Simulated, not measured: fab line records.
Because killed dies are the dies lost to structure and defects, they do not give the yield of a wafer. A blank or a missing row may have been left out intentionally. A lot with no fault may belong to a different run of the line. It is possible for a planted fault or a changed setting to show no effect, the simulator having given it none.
The tool behind it: which one? + flow n5Finfet + 8 lots, 23 wafers sampled, at 5 steps of a route of 1938

== WHAT THE GAUGES SHOWED, per wafer ==
N5_BEOL_M13_OVL_MEAS_11. Usual: for V12_OVL the level is 3 nm and the standard deviation is 5.1.
| lot  | measured     | on         | V12_OVL (nm) | flag |
|------|--------------|------------|--------------|------|
| L634 | day 14 05:20 | overlay-01 | 5 2 6        |      |
| L636 | day 14 23:58 | overlay-02 | -1 3 0       |      |
| L646 | day 16 22:47 | overlay-01 | 3 2          |      |
| L633 | day 16 23:56 | overlay-01 | 7 -2 -5      |      |
| L649 | day 18 05:08 | overlay-02 | 7 4 -3       |      |
| L652 | day 18 08:14 | overlay-01 | 3 3 5        |      |
| L650 | day 18 12:29 | overlay-02 | -4 -4 2      |      |
| L654 | day 18 18:34 | overlay-02 | -8 -3 4      |      |

N5_BEOL_M15_RC_MEAS_101. Usual: COMB_M10 1.49e-11 S/m, standard deviation 2.9e-12; COMB_M11 1.49e-11 S/m, standard deviation 2.6e-12; COMB_M12 7e-12 S/m, standard deviation 1.3e-12; COMB_M13 5.4e-12 S/m, standard deviation 1e-12; COMB_M14 4.1e-12 S/m, standard deviation 6.5e-13; COMB_M15 3e-12 S/m, standard deviation 5.3e-13; COMB_M5 3.7e-11 S/m, standard deviation 7.7e-12; COMB_M6 2.6e-11 S/m, standard deviation 5e-12; COMB_M7 2.6e-11 S/m, standard deviation 6.3e-12; COMB_M8 2.5e-11 S/m, standard deviation 5.3e-12; COMB_M9 1.5e-11 S/m, standard deviation 3.1e-12; SERP_M10 3.07 ohm/um, standard deviation 0.09; SERP_M11 3.05 ohm/um, standard deviation 0.12; SERP_M12 0.641 ohm/um, standard deviation 0.017; SERP_M13 0.310 ohm/um, standard deviation 0.0086; SERP_M13_max_site 0.313 ohm/um, standard deviation 0.0087; SERP_M14 0.160 ohm/um, standard deviation 0.0045; SERP_M5 39.3 ohm/um, standard deviation 2; SERP_M6 13.8 ohm/um, standard deviation 0.62; SERP_M7 13.4 ohm/um, standard deviation 0.62; SERP_M8 13.8 ohm/um, standard deviation 0.56; SERP_M9 3.08 ohm/um, standard deviation 0.11.
| lot  | measured     | on        | COMB_M10 (S/m)             | COMB_M11 (S/m)             | COMB_M12 (S/m)           | COMB_M13 (S/m)          | COMB_M14 (S/m)          | COMB_M15 (S/m)          | COMB_M5 (S/m)           | COMB_M6 (S/m)           | COMB_M7 (S/m)           | COMB_M8 (S/m)           | COMB_M9 (S/m)           | SERP_M10 (ohm/um) | SERP_M11 (ohm/um) | SERP_M12 (ohm/um) | SERP_M13 (ohm/um) | SERP_M13_max_site (ohm/um) | SERP_M14 (ohm/um) | SERP_M5 (ohm/um) | SERP_M6 (ohm/um) | SERP_M7 (ohm/um) | SERP_M8 (ohm/um) | SERP_M9 (ohm/um) | flag |
|------|--------------|-----------|----------------------------|----------------------------|--------------------------|-------------------------|-------------------------|-------------------------|-------------------------|-------------------------|-------------------------|-------------------------|-------------------------|-------------------|-------------------|-------------------|-------------------|----------------------------|-------------------|------------------|------------------|------------------|------------------|------------------|------|
| L634 | day 14 20:32 | prober-02 | 1.66e-11 1.79e-11 1.73e-11 | 1.75e-11 1.48e-11 1.37e-11 | 6e-12 6.9e-12 8.1e-12    | 4.8e-12 5.1e-12 4.8e-12 | 5e-12 4.4e-12 3.7e-12   | 3.4e-12 3e-12 2.6e-12   | 3.7e-11 3.9e-11 2.7e-11 | 2.1e-11 2.6e-11 2.9e-11 | 2.4e-11 2e-11 3.6e-11   | 2.8e-11 2.4e-11 2.8e-11 | 2.2e-11 1.5e-11 1.4e-11 | 3.06 3.03 3.02    | 3.11 2.93 3.19    | 0.638 0.633 0.646 | 0.310 0.313 0.313 | 0.314 0.316 0.314          | 0.163 0.158 0.166 | 37.7 39.2 40.6   | 13.9 14.3 14.5   | 13.3 13.1 14.3   | 14.4 14.7 13.8   | 3.13 3.04 3.15   |      |
| L636 | day 15 22:43 | prober-01 | 1.38e-11 1.91e-11 1.56e-11 | 1.97e-11 1.71e-11 1.36e-11 | 6.6e-12 8.5e-12 5.2e-12  | 6.5e-12 5.9e-12 5.1e-12 | 3.9e-12 4.9e-12 3.6e-12 | 2.9e-12 2.7e-12 2.8e-12 | 4.1e-11 4.4e-11 3.9e-11 | 2.6e-11 2.6e-11 3.1e-11 | 2.5e-11 3.3e-11 3.4e-11 | 3e-11 2.3e-11 3.1e-11   | 1.9e-11 1.9e-11 1.9e-11 | 3.14 3.17 3.09    | 3.06 3.24 2.90    | 0.629 0.658 0.646 | 0.314 0.319 0.312 | 0.320 0.324 0.316          | 0.166 0.160 0.154 | 42.1 42.9 40.1   | 13.6 14.5 14.5   | 13.7 14.1 13.6   | 14.0 13.1 13.8   | 3.11 3.06 2.96   |      |
| L646 | day 17 17:20 | prober-02 | 1.36e-11 1.6e-11           | 1.45e-11 1.22e-11          | 8.9e-12 7.3e-12          | 5.5e-12 5.6e-12         | 3.2e-12 6.2e-12         | 3.9e-12 2.5e-12         | 2.7e-11 4.1e-11         | 2e-11 3e-11             | 2.7e-11 3.9e-11         | 1.7e-11 1.9e-11         | 1.9e-11 2.2e-11         | 3.00 3.02         | 3.02 3.10         | 0.658 0.634       | 0.280 0.313       | 0.283 0.316                | 0.162 0.156       | 40.4 41.9        | 14.0 13.9        | 13.7 13.8        | 13.7 13.8        | 3.02 3.29        |      |
| L633 | day 17 18:14 | prober-01 | 1.32e-11 1.57e-11 1.54e-11 | 2.15e-11 2.16e-11 1.92e-11 | 6e-12 6.6e-12 6.1e-12    | 4.8e-12 4.1e-12 4.6e-12 | 4.2e-12 4.1e-12 3.8e-12 | 2.9e-12 3.2e-12 2.8e-12 | 4.1e-11 3.5e-11 4.9e-11 | 2.9e-11 2.3e-11 3.2e-11 | 3.6e-11 3.1e-11 2.3e-11 | 2.4e-11 2.2e-11 2.3e-11 | 1.4e-11 1.3e-11 1.3e-11 | 2.96 2.99 3.06    | 2.86 3.01 3.10    | 0.627 0.654 0.625 | 0.298 0.321 0.291 | 0.301 0.327 0.293          | 0.164 0.155 0.160 | 38.9 41.2 39.2   | 14.6 15.1 14.6   | 12.8 12.9 13.7   | 13.2 14.2 13.9   | 3.25 3.09 3.05   |      |
| L649 | day 19 09:03 | prober-02 | 1.22e-11 1.77e-11 1.27e-11 | 1.39e-11 1.35e-11 1.43e-11 | 4.8e-12 5.6e-12 5.8e-12  | 5.6e-12 5.7e-12 6.4e-12 | 4.4e-12 4.2e-12 4.6e-12 | 2.3e-12 3e-12 2.8e-12   | 3.2e-11 3.4e-11 3.4e-11 | 1.8e-11 2e-11 2.2e-11   | 1.9e-11 2.3e-11 2.3e-11 | 2.4e-11 2.1e-11 2.6e-11 | 1.7e-11 1.1e-11 1.4e-11 | 3.13 3.02 2.87    | 3.14 3.10 2.89    | 0.654 0.647 0.666 | 0.321 0.299 0.297 | 0.325 0.303 0.301          | 0.159 0.165 0.169 | 36.0 39.3 40.4   | 13.6 14.7 14.6   | 11.8 13.3 13.6   | 13.2 13.8 15.2   | 3.22 3.07 3.06   |      |
| L652 | day 19 09:55 | prober-01 | 1.37e-11 1.17e-11 1.59e-11 | 1.37e-11 1.71e-11 1.83e-11 | 1.06e-11 5.8e-12 6.8e-12 | 5.6e-12 5.9e-12 5.3e-12 | 3.6e-12 4.9e-12 3.8e-12 | 2.8e-12 3.5e-12 2.2e-12 | 3.9e-11 3.7e-11 5.1e-11 | 2.6e-11 1.8e-11 1.7e-11 | 2.4e-11 2.1e-11 1.7e-11 | 3.3e-11 2e-11 2.6e-11   | 1.5e-11 1.5e-11 1.3e-11 | 2.90 2.85 3.01    | 3.17 2.92 3.11    | 0.630 0.626 0.651 | 0.311 0.314 0.308 | 0.315 0.316 0.311          | 0.161 0.157 0.159 | 38.8 37.7 39.9   | 14.5 13.6 14.8   | 13.7 14.0 13.4   | 14.6 14.3 14.0   | 2.83 2.85 2.93   |      |
| L650 | day 19 08:59 | prober-01 | 1.55e-11 1.42e-11 1.66e-11 | 1.27e-11 1.49e-11 1.06e-11 | 6.9e-12 7.7e-12 9.2e-12  | 5.6e-12 5.5e-12 6.5e-12 | 4.1e-12 3.3e-12 3.1e-12 | 2.2e-12 2.8e-12 2.5e-12 | 5.8e-11 3.2e-11 4.8e-11 | 2.6e-11 2.1e-11 2.6e-11 | 4e-11 2.7e-11 4.6e-11   | 1.9e-11 2.1e-11 3.1e-11 | 1.5e-11 1.3e-11 1.4e-11 | 3.14 3.05 3.02    | 2.84 2.92 3.09    | 0.649 0.639 0.650 | 0.306 0.330 0.308 | 0.310 0.331 0.311          | 0.157 0.158 0.162 | 37.3 38.3 38.6   | 12.9 13.3 13.4   | 13.5 13.8 13.4   | 13.4 13.9 13.2   | 3.00 3.04 3.25   |      |
| L654 | day 19 15:55 | prober-01 | 1.27e-11 1.95e-11 1.51e-11 | 1.42e-11 1.62e-11 1.74e-11 | 5.8e-12 5.4e-12 8.3e-12  | 4.8e-12 4.9e-12 5.8e-12 | 3.3e-12 4.2e-12 3.6e-12 | 3.1e-12 2.5e-12 3.2e-12 | 3e-11 4.9e-11 4.1e-11   | 2.6e-11 2.8e-11 2.1e-11 | 2.2e-11 2e-11 2.1e-11   | 2.2e-11 2.2e-11 2.4e-11 | 1.1e-11 1.8e-11 1.6e-11 | 3.01 3.12 2.96    | 2.93 2.89 3.18    | 0.636 0.635 0.622 | 0.334 0.308 0.315 | 0.338 0.310 0.319          | 0.153 0.164 0.164 | 37.6 33.6 40.2   | 13.3 13.4 13.4   | 13.0 13.2 13.1   | 13.5 13.3 13.7   | 3.01 3.02 2.96   |      |

== WHAT TOOL EACH LOT RAN ON (gives the tool, then ch and the chambers of the sampled wafers, and finally the start) ==
| lot  | N5_BEOL_M13_ETCH_68               | N5_BEOL_M13_STRIP_37                | N5_BEOL_M13_ETCH_38               |
|------|-----------------------------------|-------------------------------------|-----------------------------------|
| L634 | rieDiel-06 ch 0,2,3, day 14 06:39 | plasmaAsher-01 ch 0,1, day 14 07:07 | rieDiel-06 ch 1,2,3, day 14 07:11 |
| L636 | rieDiel-06 ch 0,1,3, day 15 03:58 | plasmaAsher-01 ch 0,1, day 15 04:23 | rieDiel-04 ch 0,2,3, day 15 07:33 |
| L646 | rieDiel-06 ch 2,3, day 17 00:16   | plasmaAsher-01 ch 0,1, day 17 00:43 | rieDiel-04 ch 2,3, day 17 01:00   |
| L633 | rieDiel-02 ch 0,1, day 17 01:38   | plasmaAsher-02 ch 0,1, day 17 02:05 | rieDiel-02 ch 1,2, day 17 02:11   |
| L649 | rieDiel-02 ch 0,1,3, day 18 06:47 | plasmaAsher-01 ch 0,1, day 18 07:13 | rieDiel-06 ch 0,2,3, day 18 09:58 |
| L652 | rieDiel-04 ch 0,1,3, day 18 09:32 | plasmaAsher-02 ch 0,1, day 18 09:58 | rieDiel-02 ch 0,2,3, day 18 10:16 |
| L650 | rieDiel-04 ch 0,1,2, day 18 13:40 | plasmaAsher-02 ch 0,1, day 18 14:06 | rieDiel-02 ch 1,2,3, day 18 17:09 |
| L654 | rieDiel-04 ch 0,1,2, day 18 20:25 | plasmaAsher-02 ch 0,1, day 18 20:50 | rieDiel-04 ch 0,3, day 19 00:58   |
- N5_BEOL_M13_ETCH_68: etches SOC in N2/H2, time 355 s.
- N5_BEOL_M13_STRIP_37: strips in N2/H2.
- N5_BEOL_M13_ETCH_38: etches SiCN in CF4/N2, target depth 67.5 nm, time 71.9 s.

== AS READ BY THE TOOLS THEMSELVES (means over the sampled wafers that have a number; for cases with no such wafer, the mark the record gives instead) ==
N5_BEOL_M13_ETCH_68. Usual: value, then standard deviation, for each; chamberPressureMTorr 30.00 mTorr / 0.03; drypumpMotorCurrentA 5.5 A / 0.38; oesProductAu 0.82 a.u. / 0.11; rfFwdPowerW 2994 W / 9.4; rfVppV 523.2 V / 3; showerheadPlenumPTorr 2.52 Torr / 0.1; throttleValvePct 17.71 % / 0.26.
| lot  | tool       | chamberPressureMTorr (mTorr) | drypumpMotorCurrentA (A) | oesProductAu (a.u.) | rfFwdPowerW (W) | rfVppV (V) | showerheadPlenumPTorr (Torr) | throttleValvePct (%) | flag |
|------|------------|------------------------------|--------------------------|---------------------|-----------------|------------|------------------------------|----------------------|------|
| L634 | rieDiel-06 | 29.99                        | 5.2                      | 0.74                | 2986            | 523.6      | 2.51                         | 17.89                |      |
| L636 | rieDiel-06 | 30.01                        | 5.3                      | 0.73                | 2994            | 521.7      | 2.42                         | 17.79                |      |
| L646 | rieDiel-06 | 30.04                        | 5.3                      | 1.02                | 2998            | 522.0      | 2.51                         | 17.87                |      |
| L633 | rieDiel-02 | 30.02                        | 5.6                      | 0.83                | 2992            | 523.8      | 2.53                         | 17.63                |      |
| L649 | rieDiel-02 | 30.00                        | 5.7                      | 0.85                | 3002            | 523.2      | 2.49                         | 17.67                |      |
| L652 | rieDiel-04 | 30.03                        | 5.9                      | 0.85                | 3003            | 523.9      | 2.55                         | 17.67                |      |
| L650 | rieDiel-04 | 30.02                        | 5.8                      | 0.78                | 3000            | 524.9      | 2.60                         | 17.84                |      |
| L654 | rieDiel-04 | 29.99                        | 5.8                      | 0.78                | 3000            | 525.0      | 2.60                         | 17.84                |      |

N5_BEOL_M13_STRIP_37. Usual: drypumpMotorCurrentA 5.9 A, standard deviation 0.31; heaterPowerW 329 W, standard deviation 33; oesProductAu 0.785 a.u., standard deviation 0.011.
| lot  | tool           | drypumpMotorCurrentA (A) | heaterPowerW (W) | oesProductAu (a.u.) | flag |
|------|----------------|--------------------------|------------------|---------------------|------|
| L634 | plasmaAsher-01 | 6.2                      | 353              | 0.800               |      |
| L636 | plasmaAsher-01 | 6.3                      | 352              | 0.784               |      |
| L646 | plasmaAsher-01 | 6.2                      | 354              | 0.775               |      |
| L633 | plasmaAsher-02 | 5.6                      | 300              | 0.785               |      |
| L649 | plasmaAsher-01 | 6.3                      | 360              | 0.785               |      |
| L652 | plasmaAsher-02 | 5.6                      | 299              | 0.788               |      |
| L650 | plasmaAsher-02 | 5.6                      | 316              | 0.776               |      |
| L654 | plasmaAsher-02 | 5.6                      | 321              | 0.792               |      |

N5_BEOL_M13_ETCH_38. Usual: value, then standard deviation, for each; chamberPressureMTorr 40.00 mTorr / 0.031; drypumpMotorCurrentA 5.5 A / 0.36; oesProductAu 0.83 a.u. / 0.11; rfFwdPowerW 428.4 W / 1.5; rfVppV 381.7 V / 2; showerheadPlenumPTorr 2.19 Torr / 0.082; throttleValvePct 15.34 % / 0.26.
| lot  | tool       | chamberPressureMTorr (mTorr) | drypumpMotorCurrentA (A) | oesProductAu (a.u.) | rfFwdPowerW (W) | rfVppV (V) | showerheadPlenumPTorr (Torr) | throttleValvePct (%) | flag |
|------|------------|------------------------------|--------------------------|---------------------|-----------------|------------|------------------------------|----------------------|------|
| L634 | rieDiel-06 | 40.02                        | 5.4                      | 0.71                | 430.0           | 381.8      | 2.15                         | 15.65                |      |
| L636 | rieDiel-04 | 40.01                        | 5.6                      | 0.84                | 428.1           | 381.8      | 2.19                         | 15.33                |      |
| L646 | rieDiel-04 | 39.98                        | 5.5                      | 0.81                | 426.5           | 382.0      | 2.21                         | 15.42                |      |
| L633 | rieDiel-02 | 39.99                        | 5.7                      | 0.84                | 427.8           | 380.4      | 2.14                         | 15.10                |      |
| L649 | rieDiel-06 | 40.00                        | 5.2                      | 0.79                | 428.3           | 381.5      | 2.16                         | 15.44                |      |
| L652 | rieDiel-02 | 40.01                        | 5.5                      | 0.92                | 428.0           | 381.9      | 2.18                         | 15.20                |      |
| L650 | rieDiel-02 | 39.98                        | 5.7                      | 0.84                | 426.9           | 380.5      | 2.13                         | 15.21                |      |
| L654 | rieDiel-04 | 40.01                        | 5.7                      | 0.84                | 426.9           | 381.0      | 2.14                         | 15.24                |      |

== THE ANSWER, worked out from the rows above alone ==
Rule: lot off if the mean of its wafers having a number is beyond 3 standard deviations from the usual mean. A lot without any number at a reading at which 4 lots or more have one is off too. Any other lot the step has rows for is counted as sound. The gauges are gone through in route order, then the tools' own readings, and for those a lot's mean is taken as printed above. The first step at which some lot is off is used, and at that step the reading that is off furthest; a lot without a number counts as furthest.
None of the lots is off at any reading shown; this tells nothing.

== WHAT HAD BEEN PUT IN BY THE SIMULATOR ==
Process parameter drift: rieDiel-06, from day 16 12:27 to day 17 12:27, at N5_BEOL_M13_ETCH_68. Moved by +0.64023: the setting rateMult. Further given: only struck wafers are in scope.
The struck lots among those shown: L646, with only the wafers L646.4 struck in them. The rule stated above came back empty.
